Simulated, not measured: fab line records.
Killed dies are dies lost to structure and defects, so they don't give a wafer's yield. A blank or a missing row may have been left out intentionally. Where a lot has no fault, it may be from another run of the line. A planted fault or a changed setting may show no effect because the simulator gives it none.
Split-lot trial | flow n5-finfet | 39 wafers read across 7 lots, on a route 1938 steps long

ABOUT THE SPLIT
At N5_SD_ACTIVATION_LSA_01 (time 0.0008 s), the setting temp-c was moved away from the recipe's 1080 C on 12 of the 39 wafers read, by -1.3% to +1.6%. The other wafers ran this setting at the recipe's value.

Split to reading: the file shows no intervening step.

THE READING
RS_SD_N, in ohm/sq, at N5_SD_ACTIVATION_RS_MEAS_03 (measures by four-point-probe). A value of 21.9 ohm/sq with a standard deviation of 0.3 ohm/sq is what fault-free wafers of this fab line usually give.

wafer  | tool, chamber at the split | temp-c as run, C | against the recipe | RS_SD_N, ohm/sq | against lot-mates on the recipe
L080.1 | laser-anneal-01, 0         | 1080             | recipe             | 21.7            | -
L080.2 | laser-anneal-01, 0         | 1080             | recipe             | 22.1            | -
L080.3 | laser-anneal-01, 0         | 1088             | +0.7%              | 20.8            | -1.1
L080.4 | laser-anneal-01, 0         | 1088             | +0.7%              | 21.1            | -0.8
L080.5 | laser-anneal-01, 0         | 1088             | +0.7%              | 21.2            | -0.7
L080.6 | laser-anneal-01, 0         | 1080             | recipe             | 21.8            | -
L088.1 | laser-anneal-01, 0         | 1080             | recipe             | 22.4            | -
L088.2 | laser-anneal-01, 0         | 1080             | recipe             | 22.0            | -
L088.3 | laser-anneal-01, 0         | 1097             | +1.6%              | 20.1            | -1.9
L088.4 | laser-anneal-01, 0         | 1097             | +1.6%              | 20.0            | -2.0
L088.5 | laser-anneal-01, 0         | 1097             | +1.6%              | 20.3            | -1.7
L088.6 | laser-anneal-01, 0         | 1080             | recipe             | 21.6            | -
L091.1 | laser-anneal-02, 0         | 1080             | recipe             | 21.7            | -
L091.2 | laser-anneal-02, 0         | 1080             | recipe             | 21.8            | -
L091.5 | laser-anneal-02, 0         | 1080             | recipe             | 21.9            | -
L094.1 | laser-anneal-01, 0         | 1080             | recipe             | 22.2            | -
L094.2 | laser-anneal-01, 0         | 1080             | recipe             | 21.8            | -
L094.3 | laser-anneal-01, 0         | 1080             | recipe             | 21.7            | -
L094.4 | laser-anneal-01, 0         | 1080             | recipe             | 21.6            | -
L094.5 | laser-anneal-01, 0         | 1080             | recipe             | 21.9            | -
L094.6 | laser-anneal-01, 0         | 1080             | recipe             | 22.0            | -
L095.1 | laser-anneal-02, 0         | 1092             | +1.1%              | 20.2            | -1.6
L095.2 | laser-anneal-02, 0         | 1080             | recipe             | 21.5            | -
L095.3 | laser-anneal-02, 0         | 1092             | +1.1%              | 20.7            | -1.1
L095.4 | laser-anneal-02, 0         | 1080             | recipe             | 21.9            | -
L095.5 | laser-anneal-02, 0         | 1092             | +1.1%              | 20.4            | -1.4
L095.6 | laser-anneal-02, 0         | 1080             | recipe             | 22.1            | -
L096.1 | laser-anneal-01, 0         | 1066             | -1.3%              | 23.3            | +1.4
L096.2 | laser-anneal-01, 0         | 1066             | -1.3%              | 23.2            | +1.3
L096.3 | laser-anneal-01, 0         | 1066             | -1.3%              | 23.3            | +1.4
L096.4 | laser-anneal-01, 0         | 1080             | recipe             | 22.0            | -
L096.5 | laser-anneal-01, 0         | 1080             | recipe             | 22.0            | -
L096.6 | laser-anneal-01, 0         | 1080             | recipe             | 21.7            | -
L097.1 | laser-anneal-02, 0         | 1080             | recipe             | 22.3            | -
L097.2 | laser-anneal-02, 0         | 1080             | recipe             | 22.1            | -
L097.3 | laser-anneal-02, 0         | 1080             | recipe             | 22.1            | -
L097.4 | laser-anneal-02, 0         | 1080             | recipe             | 22.0            | -
L097.5 | laser-anneal-02, 0         | 1080             | recipe             | 22.2            | -
L097.6 | laser-anneal-02, 0         | 1080             | recipe             | 21.8            | -

THE FIT
A straight line over all 39 wafers: RS_SD_N changes by -1.15 ohm/sq for each +1% of temp-c; r = -0.96; the points scatter about the line by 0.22 ohm/sq.
The same after taking each lot's own level away (the mean of its wafers on the recipe; 39 wafers): -1.15 ohm/sq for each +1%; r = -0.97; scatter 0.19 ohm/sq.
That fit puts the effect of the largest move of temp-c on the reading at 1.8 ohm/sq.
The lots' own levels span 21.80 to 22.08 ohm/sq, that is 0.9 times the standard deviation above.
Consequently the slope shifts little with the lot-to-lot level, the two slopes agreeing.
Check: for one of the wafers moved furthest among these (+1.6%), held out of the fit, the line's prediction against its lot-mates is -1.82 ohm/sq. Against them it came out at -1.9 ohm/sq.
Tool readings at the split's step, against how far the setting was moved: wafer_temp_C_max r = +0.95.

THE OTHER SPLITS THESE WAFERS WENT THROUGH
Note: prior to the reading, these wafers also went through further splits. Each is held against what the fit with the lots' levels taken away leaves over:
other split on the same wafers    | wafers away from the commonest value | r with RS_SD_N (lot level and that fit taken away)
N5_WELL_APT_IMPLANT_14 energy-kev | 15                                   | +0.16

THE WHOLE CHAIN: every reading that the file lists as answering this split, in the file's order
step                        | what it does                 | reading          | change (the file's fit)              | r (the file's)
N5_SD_ACTIVATION_LSA_01     | time 0.0008 s                | wafer_temp_C_max | withheld for each +1% of the setting | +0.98
N5_SD_ACTIVATION_RS_MEAS_03 | measures by four-point-probe | RS_SD_N          | -1.16 for each +1% of the setting    | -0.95

THE FILE'S OWN FIT
RS_SD_N changes by -1.16 ohm/sq for each +1% of temp-c, r = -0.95.
